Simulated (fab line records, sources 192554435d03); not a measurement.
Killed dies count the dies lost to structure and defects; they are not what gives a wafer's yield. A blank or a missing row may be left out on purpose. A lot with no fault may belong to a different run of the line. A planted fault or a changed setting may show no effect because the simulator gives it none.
Split-lot trial    flow n5 finfet    21 wafers read across 7 lots, on a route 1938 steps long

== ABOUT THE SPLIT ==
At N5_PASSIVATION_SPUTTER_20 (material TaN, target thk 50 nm), the setting target thk a was moved away from the recipe's 500 angstrom on 3 of the 21 wafers read, by +4.3% to +10.0%. For the rest of the wafers, this setting stayed at what the recipe calls for.

Reading taken at the split's own step.

== THE READING ==
TaN_of_PASSIVATION_SPUTTER_20.thk nm (the simulator's own value, which no gauge read), in nm, at N5_PASSIVATION_SPUTTER_20 (material TaN, target thk 50 nm). There is no usual value for it anywhere in the file. The 18 wafers here that ran the recipe average 50.0 nm, standard deviation 0.43 nm.

wafer   tool, chamber at the split  target thk a as run, angstrom  against the recipe  TaN_of_PASSIVATION_SPUTTER_20.thk nm, nm  against lot-mates on the recipe
L074.3  pvd sputter-03, -           500                            recipe              49.6                                      -
L074.6  pvd sputter-03, -           500                            recipe              49.6                                      -
L074.5  pvd sputter-03, -           500                            recipe              50                                        -
L076.1  pvd sputter-01, -           500                            recipe              50.4                                      -
L076.6  pvd sputter-01, -           500                            recipe              50.4                                      -
L076.4  pvd sputter-01, -           500                            recipe              50                                        -
L079.1  pvd sputter-03, -           500                            recipe              49.4                                      -
L079.2  pvd sputter-03, -           500                            recipe              49.4                                      -
L079.6  pvd sputter-03, -           500                            recipe              49.6                                      -
L082.4  pvd sputter-03, -           521.5                          +4.3%               51.8                                      +2.4
L082.6  pvd sputter-03, -           521.5                          +4.3%               51.8                                      +2.4
L082.5  pvd sputter-03, -           500                            recipe              49.4                                      -
L085.4  pvd sputter-03, -           500                            recipe              49.8                                      -
L085.6  pvd sputter-03, -           500                            recipe              49.8                                      -
L085.5  pvd sputter-03, -           500                            recipe              50.2                                      -
L087.1  pvd sputter-01, -           500                            recipe              50.6                                      -
L087.2  pvd sputter-01, -           500                            recipe              50.4                                      -
L087.4  pvd sputter-01, -           500                            recipe              50.8                                      -
L090.2  pvd sputter-01, -           500                            recipe              50.4                                      -
L090.5  pvd sputter-01, -           549.9                          +10.0%              55.4                                      +5.2
L090.6  pvd sputter-01, -           500                            recipe              50                                        -

FIT RESULTS
A straight line over all 21 wafers: TaN_of_PASSIVATION_SPUTTER_20.thk nm changes by +0.513 nm for each +1% of target thk a; r = +0.95; the points scatter about the line by 0.44 nm.
The same after taking each lot's own level away (the mean of its wafers on the recipe; 21 wafers): +0.53 nm for each +1%; r = +0.99; scatter 0.17 nm.
The reading moves by 5.3 nm for the largest change in target thk a, on that fit.
The span of the lots' own levels, 49.40 to 50.60 nm, comes to 2.8 times the standard deviation stated above.
So the lot-to-lot level changes the slope little: the two slopes agree.
Check: +5.57 nm against its lot-mates is what the line predicts for one of the wafers moved furthest among these (+10.0%) when that wafer is left out of the fit. It came out at +5.2 nm against them.

== THESE WAFERS: OTHER SPLITS ==
Note: prior to the reading, these wafers also went through further splits. Each is held against what the fit with the lots' levels taken away leaves over:
other split on the same wafers         wafers away from the commonest value  r with TaN_of_PASSIVATION_SPUTTER_20.thk nm (lot level and that fit taken away)
N5_BEOL_M14_TRENCH_ETCH_34 bias w      7                                     +0.19
N5_BEOL_M15_PEB_26 peb time s          8                                     +0.20
N5_BEOL_M15_DEVELOP_27 develop time s  9                                     +0.02
N5_MIM_BOT_LITHO_PEB_06 peb time s     as run: not given for these wafers    -
N5_MIM_BOT_ETCH_ETCH_04 time s         5                                     +0.28

== THE FILE'S OWN FIT ==
TaN_of_PASSIVATION_SPUTTER_20.thk nm changes by +0.527 nm for each +1% of target thk a, r = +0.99.
